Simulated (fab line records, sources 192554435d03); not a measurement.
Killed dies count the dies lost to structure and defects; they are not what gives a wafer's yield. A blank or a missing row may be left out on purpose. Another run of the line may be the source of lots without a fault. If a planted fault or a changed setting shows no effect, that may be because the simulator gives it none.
fab line records	flow n5Finfet	part 2 of 2: steps 5 to 6 of 6
record: lots: 21	wafers: 63	lastDay: 18
route steps=1938 shown FIN_SAQP@134 FIN_CUT@172 DUMMY_GATE@214
lots untouched by any fault: they come from a run of this same line in which no faults occurred
startH: hours from the record's opening day to when the first of the lot's shown wafers began	waitH: hours elapsed since this lot's preceding step	" same as the row above	L1.1+2: several wafers, shown together as one row	- no value, or no start given	* or withheld: withheld	< > ~ a bound
route shown NAME@n: NAME is a module with steps in the file, n the number in the route of the first one	usual: mean/standard deviation taken from wafers without a fault	same: alike in all rows	chamber/n: place in a boat	sites: each site's reading	_std_site: standard deviation across them	_edge_site: inner sites' mean taken away from outer sites' mean	radiusMm: how far each site lies from the wafer's centre	mask NAME#n: copy n	behind: the most recent tool/chamber to have shaped the wafer	hold: the reason the lot was held/the length of the hold in hours/how it ended	device: the transistor (n, p or np) that didn't switch	end of line: the tests these same wafers got at the end of their route	step lacking rows: just its recipe	killed: count of dies lost to structure and defects at first sort (not the wafer's yield)	map: a wafer's dies, marking killed ones x, the rest . and places with no die _
set.NAME: the setting the step ran with; set.NAME@STEP: the setting that earlier step ran with	model.NAME: the simulator's own value behind a step, which no gauge read
route steps across a sampled set of lots; one table per step, one row per wafer
services: when a tool's chamber went out of use (startH, in hours from the record's first day, below 0 if earlier), for how many hours, and the reason
== steps ==
step: N5_FIN_CUT_STRIP_24
recipe: chemistry: CF4	resist: SiARC	powerW: 300	biasPowerW: 75	pressureMtorr: 50	cf4FlowSccm: 150	rfFrequencyHz: 6e+07
usual: drypumpMotorCurrentA: 5.7/0.33	oesProductAu: 0.75/0.071	powerW: 300.0/0.81	rfVppV: 271.5/1.3	showerheadPlenumPTorr: 1.81/0.048	throttleValvePct: 13.61/0.25
lot.wafer	tool	chamber	startH	waitH	drypumpMotorCurrentA	oesProductAu	powerW	rfHoursCounterH	rfVppV	showerheadPlenumPTorr	throttleValvePct
L074.4	rieDiel-01	2	27.27	0.0	5.4	0.72	299.5	197	271.4	1.77	13.93
L074.5	"	1	"	"	5.5	0.77	300.7	-	271.2	1.81	13.55
L074.6	"	2	"	"	5.4	0.71	299.4	-	272.2	1.77	13.94
L075.2	rieDiel-01	2	34.21	0.0	5.4	0.72	300.3	199	269.4	1.77	13.94
L075.4	"	1	"	"	5.5	0.77	300.1	133	270.7	1.81	13.54
L075.6	"	2	"	"	5.4	0.71	301.2	-	271.6	1.77	13.93
L077.1	rieDiel-04	3	47.91	0.0	5.9	0.71	300.7	210	271.4	1.86	13.84
L077.2	"	1	"	"	6.3	0.72	299.8	183	272.3	1.86	13.78
L077.5	"	3	"	"	5.9	0.71	299.6	-	273.4	1.86	13.83
L078.2	rieDiel-04	3	54.52	0.0	5.9	0.72	300.4	212	271.6	1.86	13.85
L078.5	"	2	"	"	6.2	0.68	299.3	-	270.8	1.76	13.49
L078.6	"	3	"	"	5.9	0.71	300.4	-	272.1	1.86	13.83
L079.3	rieDiel-04	2	63.90	0.0	6.2	0.68	299.2	247	272.1	1.76	13.52
L079.4	"	3	"	"	5.9	0.71	299.6	214	272.0	1.86	13.85
L079.5	"	0	"	"	5.6	0.72	299.4	-	273.4	1.85	13.72
L080.2	rieDiel-05	2	68.36	0.0	5.8	0.73	299.6	177	273.3	1.78	13.57
L080.5	"	2	"	"	5.8	0.74	300.0	-	270.0	1.78	13.58
L080.6	"	3	"	"	5.6	0.71	300.3	-	269.6	1.78	13.62
L081.2	rieDiel-04	2	74.89	0.0	6.2	0.69	299.9	250	271.4	1.76	13.50
L081.4	"	3	"	"	5.9	0.71	299.6	217	273.0	1.86	13.87
L081.5	"	1	"	"	6.3	0.70	300.7	-	272.2	1.86	13.82
L082.1	rieDiel-01	1	77.32	0.0	5.5	0.76	300.4	145	272.6	1.80	13.58
L082.3	"	0	"	"	5.3	0.85	300.6	36	271.5	1.82	13.41
L082.5	"	2	"	"	5.4	0.71	298.9	-	271.3	1.77	13.96
L084.2	rieDiel-04	3	87.05	0.0	5.9	0.71	300.1	222	272.7	1.86	13.86
L084.4	"	1	"	"	6.2	0.70	300.7	-	272.4	1.86	13.83
L084.6	"	0	"	"	5.6	0.72	300.4	-	271.8	1.85	13.71
L085.1	rieDiel-04	3	93.25	0.0	5.9	0.71	301.3	225	271.4	1.85	13.86
L085.2	"	0	"	"	5.6	0.72	299.3	219	270.6	1.85	13.74
L085.6	"	2	"	"	6.2	0.96	299.9	-	268.6	1.76	12.92
L086.3	rieDiel-01	2	98.62	0.0	5.4	0.70	299.6	218	269.5	1.76	13.97
L086.4	"	1	"	"	5.5	0.75	301.0	-	270.4	1.80	13.60
L086.5	"	3	"	"	5.7	0.75	300.2	-	270.1	1.73	13.42
L087.3	rieDiel-05	1	106.63	0.0	5.2	0.77	300.4	124	270.8	1.80	13.31
L087.4	"	1	"	"	5.2	0.76	300.3	-	271.2	1.80	13.30
L087.5	"	2	"	"	5.8	0.73	299.2	-	272.0	1.78	13.64
L088.2	rieDiel-05	2	113.32	0.0	5.9	0.72	298.8	195	270.9	1.78	13.63
L088.4	"	0	"	"	5.4	0.96	300.6	2	271.4	1.91	13.35
L088.5	"	0	"	"	5.4	0.96	300.1	-	273.3	1.91	13.36
L089.2	rieDiel-01	0	121.14	0.0	5.3	0.83	300.0	47	271.9	1.82	13.42
L089.3	"	1	"	"	5.5	0.75	299.8	159	272.0	1.80	13.61
L089.5	"	0	"	"	5.3	0.84	301.3	-	271.5	1.82	13.44
L090.3	rieDiel-05	0	125.07	0.0	5.4	0.94	299.3	6	274.2	1.91	13.36
L090.4	"	2	"	"	5.9	0.72	299.2	198	270.2	1.78	13.62
L090.5	"	0	"	"	5.4	0.94	298.6	-	273.7	1.91	13.36
L091.1	rieDiel-04	3	129.31	0.0	5.9	0.70	299.8	235	272.3	1.85	13.89
L091.2	"	0	"	"	5.6	0.71	301.6	230	273.6	1.84	13.75
L091.3	"	2	"	"	6.2	0.90	299.7	11	271.1	1.75	12.96
L092.1	rieDiel-04	0	135.90	0.0	5.6	0.71	299.2	233	271.8	1.84	13.77
L092.2	"	3	"	"	5.9	0.70	300.6	238	271.3	1.85	13.88
L092.3	"	2	"	"	6.2	0.91	300.0	13	271.6	1.75	12.96
L093.2	rieDiel-05	2	144.48	0.0	5.9	0.72	300.2	204	269.4	1.77	13.65
L093.3	"	3	"	"	5.6	0.69	301.1	205	272.7	1.78	13.70
L093.4	"	0	"	"	5.4	0.92	300.0	-	273.7	1.91	13.39
L094.1	rieDiel-01	1	149.43	0.0	5.5	0.74	299.4	166	271.9	1.80	13.62
L094.5	"	1	"	"	5.5	0.74	299.0	-	269.9	1.80	13.62
L094.6	"	0	"	"	5.3	0.83	301.1	-	270.5	1.82	13.43
L096.1	rieDiel-01	2	173.93	0.0	5.3	0.69	299.9	239	270.6	1.76	14.02
L096.2	"	3	"	"	5.7	0.73	300.7	138	270.6	1.73	13.46
L096.4	"	0	"	"	5.3	0.82	298.5	59	272.7	1.82	13.46
L097.2	rieDiel-05	0	173.96	0.0	5.4	0.90	299.2	19	273.6	1.91	13.39
L097.4	"	3	"	"	5.6	0.68	299.2	212	271.2	1.77	13.70
L097.5	"	0	"	"	5.4	0.91	299.4	-	273.5	1.91	13.38
step: N5_DUMMY_GATE_ALD_02
recipe: material: SiO2	targetThkA: 20	tempC: 300	aldPrecursorFamily: BDEAS	aldCoReactant: O2-plasma	pulseTimeS: 1	pressureTorr: 2
usual: heaterPowerW: 472/59	precursorPulseHeightRel: 1.001/0.021
lot.wafer	tool	chamber	startH	waitH	heaterPowerW	precursorPulseHeightRel
L074.4	aldSin-04	3	38.17	0.0	542	0.981
L074.5	"	3	"	"	542	1.009
L074.6	"	2	"	"	431	1.013
L075.2	aldSin-03	0	44.39	0.0	541	0.984
L075.4	"	3	"	"	432	0.987
L075.6	"	0	"	"	570	1.027
L077.1	aldSin-03	1	58.96	0.8	423	0.986
L077.2	"	0	"	"	556	1.003
L077.5	"	0	"	"	564	1.023
L078.2	aldSin-03	3	66.18	2.0	436	1.016
L078.5	"	1	"	"	424	0.978
L078.6	"	2	"	"	455	1.013
L079.3	aldSin-01	3	73.92	0.0	361	0.985
L079.4	"	2	"	"	462	0.997
L079.5	"	3	"	"	368	1.007
L080.2	aldSin-01	3	78.24	0.3	361	1.018
L080.5	"	3	"	"	369	1.011
L080.6	"	1	"	"	470	1.003
L081.2	aldSin-01	3	84.59	0.0	373	1.023
L081.4	"	2	"	"	462	1.006
L081.5	"	3	"	"	364	0.990
L082.1	aldSin-01	1	87.04	0.0	454	0.983
L082.3	"	2	"	"	471	1.004
L082.5	"	3	"	"	359	0.963
L084.2	aldSin-03	3	96.58	0.0	427	1.040
L084.4	"	1	"	"	433	0.976
L084.6	"	0	"	"	569	0.986
L085.1	aldSin-03	2	102.86	0.2	456	1.000
L085.2	"	0	"	"	551	0.995
L085.6	"	1	"	"	435	0.990
L086.3	aldSin-01	2	108.32	0.0	469	1.008
L086.4	"	0	"	"	545	1.005
L086.5	"	2	"	"	468	1.003
L087.3	aldSin-01	1	116.20	0.0	465	0.999
L087.4	"	0	"	"	531	0.988
L087.5	"	1	"	"	474	0.997
L088.2	aldSin-03	3	124.19	0.6	437	1.013
L088.4	"	0	"	"	569	1.020
L088.5	"	0	"	"	549	1.011
L089.2	aldSin-01	2	130.81	0.3	465	0.997
L089.3	"	0	"	"	546	1.032
L089.5	"	3	"	"	363	1.002
L090.3	aldSin-04	3	134.91	0.2	478	0.977
L090.4	"	2	"	"	409	1.037
L090.5	"	1	"	"	557	1.018
L091.1	aldSin-04	3	138.61	0.0	500	0.996
L091.2	"	2	"	"	420	1.027
L091.3	"	0	"	"	486	0.993
L092.1	aldSin-03	0	145.93	0.0	568	1.018
L092.2	"	3	"	"	428	1.003
L092.3	"	1	"	"	441	0.988
L093.2	aldSin-04	0	153.88	0.0	492	0.993
L093.3	"	1	"	"	553	0.968
L093.4	"	3	"	"	499	1.017
L094.1	aldSin-04	1	158.89	0.0	563	0.986
L094.5	"	3	"	"	504	1.009
L094.6	"	1	"	"	546	0.988
L097.2	aldSin-01	1	184.24	0.9	468	0.967
L097.4	"	3	"	"	368	1.030
L097.5	"	1	"	"	473	1.042
L096.1	aldSin-01	0	184.62	0.8	545	0.981
L096.2	"	3	"	"	364	1.013
L096.4	"	1	"	"	453	0.962
== services ==
tool	chamber	startH	hours	kind
vaporEtch-02	1	9.89	21.2	repair
rieDiel-05	0	20.63	4.3	repair
rieDiel-05	2	23.39	13.6	repair
rieDiel-06	-	28.41	28.1	pm
rieDiel-04	-	30.72	3.5	repair
aldSin-03	2	35.89	12.3	repair
rieDiel-02	1	38.49	-	clean
aldSin-01	-	41.94	28.1	pm
rieDiel-02	3	49.63	8.5	repair
vaporEtch-01	0	52.97	20.0	repair
rieDiel-02	0	53.04	14.0	repair
rieDiel-02	-	63.34	4.1	repair
aldSin-01	0	70.25	20.8	repair
rieDiel-01	0	83.15	5.0	repair
aldSin-04	-	85.25	14.0	pm
rieDiel-01	0	97.10	6.9	repair
rieDiel-06	-	100.57	14.6	pm
rieDiel-06	0	131.05	5.5	repair
rieDiel-05	1	141.67	9.0	repair
aldSin-04	2	153.87	21.7	repair
rieDiel-06	0	162.38	3.7	repair
rieDiel-02	1	162.82	3.1	repair
aldSin-03	-	166.93	1.7	repair
aldSin-03	-	178.05	14.0	pm
